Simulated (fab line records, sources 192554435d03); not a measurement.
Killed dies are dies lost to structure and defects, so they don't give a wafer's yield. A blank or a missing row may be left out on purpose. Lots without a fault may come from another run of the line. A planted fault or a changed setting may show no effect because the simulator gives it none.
Split-lot experiment | flow n5_finfet | 7 lots, 21 wafers read, on a route of 1938 steps

THE SPLIT
At N5_BEOL_M7_TRENCH_ETCH_37 (etches SiCOH lowk in C4F6/O2, target depth 93.478 nm, time 31.2 s), the setting time_s was moved away from the recipe's 31.2 s on 8 of the 21 wafers read, by -16.7% to +17.1%. The other wafers ran this setting at the recipe's value.

FROM THE SPLIT TO THE READING: what the file shows between them, 11 steps
- N5_BEOL_M7_ETCH_41: etches SiCN in CH3F/O2, target depth 31.9 nm, time 57.8 s
- N5_BEOL_M7_STRIP_80: strips in N2/H2, time 10 s
- N5_BEOL_M7_OCD_MEAS_38
- N5_BEOL_M7_HM_STRIP_39: strips TiN in peroxide tin strip, target depth 25 nm, time 158 s
- N5_BEOL_M7_SRD_40: time 30 s
- N5_BEOL_M7_ECD_50: material Cu, target thk 300 nm
- N5_BEOL_M7_ANNEAL_51: time 90 s
- N5_BEOL_M7_CMP_52: polishes, stops on SiCOH lowk, t overpolish 6.9 s, target thk 80 nm
- N5_BEOL_M7_THK_MEAS_53: measures by xrf
- N5_BEOL_M7_PRE_CLEAN_55: time 15 s
- N5_BEOL_M7_DEP_56: deposits SiCN from 3MS/NH3, target thk 10 nm, time 17.5 s

THE READING
M7_RS, in ohm/sq, at N5_BEOL_M7_RS_MEAS_57 (measures by four-point-probe). Fault-free wafers of this fab line usually give 0.289 ohm/sq, standard deviation 0.0088 ohm/sq.

wafer  | tool, chamber at the split | time_s as run, s | against the recipe | M7_RS, ohm/sq | against lot-mates on the recipe
L074.2 | rie_diel-06, 2             | 31.2             | recipe             | 0.298         | -
L074.4 | rie_diel-06, 3             | 31.2             | recipe             | 0.297         | -
L074.6 | rie_diel-06, 2             | 28.46            | -8.8%              | 0.345         | +0.047
L080.2 | rie_diel-01, 3             | 26.46            | -15.2%             | 0.361         | +0.076
L080.5 | rie_diel-01, 2             | 31.2             | recipe             | 0.285         | -
L080.6 | rie_diel-01, 1             | 26.46            | -15.2%             | 0.341         | +0.056
L081.1 | rie_diel-06, 3             | 34.41            | +10.3%             | 0.256         | -0.041
L081.3 | rie_diel-06, 1             | 31.2             | recipe             | 0.290         | -
L081.5 | rie_diel-06, 2             | 31.2             | recipe             | 0.304         | -
L084.2 | rie_diel-01, 1             | 31.2             | recipe             | 0.269         | -
L084.3 | rie_diel-01, 0             | 31.2             | recipe             | 0.283         | -
L084.4 | rie_diel-01, 2             | 31.2             | recipe             | 0.280         | -
L085.1 | rie_diel-06, 2             | 25.98            | -16.7%             | 0.372         | +0.096
L085.2 | rie_diel-06, 0             | 31.2             | recipe             | 0.276         | -
L085.3 | rie_diel-06, 1             | 25.98            | -16.7%             | 0.377         | +0.101
L089.1 | rie_diel-01, 2             | 36.55            | +17.1%             | 0.236         | -0.038
L089.4 | rie_diel-01, 1             | 31.2             | recipe             | 0.274         | -
L089.6 | rie_diel-01, 0             | 36.55            | +17.1%             | 0.228         | -0.046
L094.1 | rie_diel-01, 1             | 31.2             | recipe             | 0.275         | -
L094.2 | rie_diel-01, 3             | 31.2             | recipe             | 0.302         | -
L094.6 | rie_diel-01, 1             | 31.2             | recipe             | 0.279         | -

THE FIT
A straight line over all 21 wafers: M7_RS changes by -0.00417 ohm/sq for each +1% of time_s; r = -0.95; the points scatter about the line by 0.013 ohm/sq.
The same after taking each lot's own level away (the mean of its wafers on the recipe; 21 wafers): -0.00413 ohm/sq for each +1%; r = -0.95; scatter 0.014 ohm/sq.
On that fit, the largest move of time_s shifts the reading by 0.071 ohm/sq.
The lots' own levels span 0.2740 to 0.2975 ohm/sq, that is 2.7 times the standard deviation above.
So the lot-to-lot level changes the slope little: the two slopes agree.
Check: with one of the wafers moved furthest among these (+17.1%) left out of the fit, the line predicts -0.0727 ohm/sq for it against its lot-mates. It came out at -0.038 ohm/sq against them.

OTHER SPLITS ON THESE WAFERS
These wafers also went through other splits before the reading. Each is held against what the fit with the lots' levels taken away leaves over:
other split on the same wafers | wafers away from the commonest value | r with M7_RS (lot level and that fit taken away)
N5_BEOL_M6_COAT_05 spin_rpm    | 10                                   | +0.37
N5_BEOL_M6_DESCUM_33 time_s    | 7                                    | +0.10
N5_BEOL_M7_DESCUM_33 time_s    | 9                                    | -0.18

THE WHOLE CHAIN: every reading that the file lists as answering this split, in the file's order
step                      | what it does                                                        | reading                                                                      | change (the file's fit)               | r (the file's)
N5_BEOL_M7_TRENCH_ETCH_37 | etches SiCOH lowk in C4F6/O2, target depth 93.478 nm, time 31.2 s   | BEOL_M7.feature_depth_nm (the simulator's own value, which no gauge read)    | +0.898 nm for each +1% of the setting | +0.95
N5_BEOL_M7_TRENCH_ETCH_37 | etches SiCOH lowk in C4F6/O2, target depth 93.478 nm, time 31.2 s   | etch.depth_nm (the simulator's own value, which no gauge read)               | +0.896 nm for each +1% of the setting | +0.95
N5_BEOL_M7_OCD_MEAS_38    |                                                                     | trench_depth_nm                                                              | +0.908 nm for each +1% of the setting | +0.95
N5_BEOL_M7_CMP_52         | polishes, stops on SiCOH lowk, t overpolish 6.9 s, target thk 80 nm | Cu_of_BEOL_M7_ECD_50.thk_nm (the simulator's own value, which no gauge read) | +0.92 nm for each +1% of the setting  | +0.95
N5_BEOL_M7_THK_MEAS_53    | measures by xrf                                                     | M7_THK                                                                       | +0.906 for each +1% of the setting    | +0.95
N5_BEOL_M7_RS_MEAS_57     | measures by four-point-probe                                        | M7_RS                                                                        | -0.00425 for each +1% of the setting  | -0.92

THE FILE'S OWN FIT
M7_RS changes by -0.00425 ohm/sq for each +1% of time_s, r = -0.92.
